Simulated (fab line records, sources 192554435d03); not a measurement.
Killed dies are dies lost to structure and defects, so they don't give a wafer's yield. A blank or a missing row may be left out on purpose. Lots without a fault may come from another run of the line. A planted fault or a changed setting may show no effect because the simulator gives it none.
Split-lot experiment | flow n5_finfet | 7 lots, 21 wafers read, on a route of 1938 steps

THE SPLIT
At N5_BEOL_M1_ETCH_74 (etches underlayer in N2/H2, target depth 6.5 nm, time 5.2 s), the setting bias_w was moved away from the recipe's 150 W on 8 of the 21 wafers read, by -16.5% to +13.8%. The other wafers ran this setting at the recipe's value.

The reading is taken at the split's own step.

THE READING
rf_vpp_V, in V, at N5_BEOL_M1_ETCH_74 (etches underlayer in N2/H2, target depth 6.5 nm, time 5.2 s). Fault-free wafers of this fab line usually give 523.9 V, standard deviation 2.4 V.

wafer  | tool, chamber at the split | bias_w as run, W | against the recipe | rf_vpp_V, V | against lot-mates on the recipe
L079.1 | rie_diel-04, 3             | 150              | recipe             | 521.5       | -
L079.3 | rie_diel-04, 2             | 150              | recipe             | 520.7       | -
L079.5 | rie_diel-04, 0             | 160.4            | +6.9%              | 549.5       | +28.4
L082.1 | rie_diel-01, 0             | 170.7            | +13.8%             | 565.7       | +43.4
L082.2 | rie_diel-01, 2             | 150              | recipe             | 520.4       | -
L082.4 | rie_diel-01, 1             | 150              | recipe             | 524.2       | -
L083.1 | rie_diel-01, 3             | 150              | recipe             | 520.8       | -
L083.3 | rie_diel-01, 1             | 150              | recipe             | 525.4       | -
L083.6 | rie_diel-01, 0             | 150              | recipe             | 521.9       | -
L089.3 | rie_diel-02, 0             | 164.2            | +9.5%              | 558.3       | +32.6
L089.5 | rie_diel-02, 0             | 150              | recipe             | 525.7       | -
L089.6 | rie_diel-02, 1             | 164.2            | +9.5%              | 552.1       | +26.4
L090.2 | rie_diel-04, 3             | 125.2            | -16.5%             | 465.2       | -62.7
L090.3 | rie_diel-04, 1             | 150              | recipe             | 527.9       | -
L090.4 | rie_diel-04, 2             | 125.2            | -16.5%             | 463.7       | -64.2
L094.2 | rie_diel-02, 3             | 140.7            | -6.2%              | 502.3       | -26.1
L094.3 | rie_diel-02, 2             | 150              | recipe             | 528.4       | -
L094.5 | rie_diel-02, 1             | 140.7            | -6.2%              | 502.8       | -25.6
L095.1 | rie_diel-04, 3             | 150              | recipe             | 523.0       | -
L095.3 | rie_diel-04, 2             | 150              | recipe             | 522.5       | -
L095.4 | rie_diel-04, 0             | 150              | recipe             | 526.4       | -

THE FIT
A straight line over all 21 wafers: rf_vpp_V changes by +3.43 V for each +1% of bias_w; r = +0.99; the points scatter about the line by 2.9 V.
The same after taking each lot's own level away (the mean of its wafers on the recipe; 21 wafers): +3.62 V for each +1%; r = +0.99; scatter 2.9 V.
On that fit, the largest move of bias_w shifts the reading by 60 V.
The lots' own levels span 521.10 to 528.40 V, that is 3.0 times the standard deviation above.
So the lot-to-lot level changes the slope little: the two slopes agree.
Check: with one of the wafers moved furthest among these (-16.5%) left out of the fit, the line predicts -60.4 V for it against its lot-mates. It came out at -62.7 V against them.
Tool readings at the split's step, against how far the setting was moved: rf_vpp_V r = +0.99.

OTHER SPLITS ON THESE WAFERS
These wafers also went through other splits before the reading. Each is held against what the fit with the lots' levels taken away leaves over:
other split on the same wafers              | wafers away from the commonest value | r with rf_vpp_V (lot level and that fit taken away)
N5_BEOL_M0_SAQP_COAT_08 spin_rpm            | 4                                    | +0.05
N5_BEOL_M0_SAQP_SPACER2_ALD_26 target_thk_a | 5                                    | +0.13
N5_BEOL_M0_SAQP_COAT_87 temp_c              | 8                                    | +0.65
N5_BEOL_M1_ILD_DEP_00 time_s                | 5                                    | -0.21

THE FILE'S OWN FIT
rf_vpp_V changes by +3.57 V for each +1% of bias_w, r = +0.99.
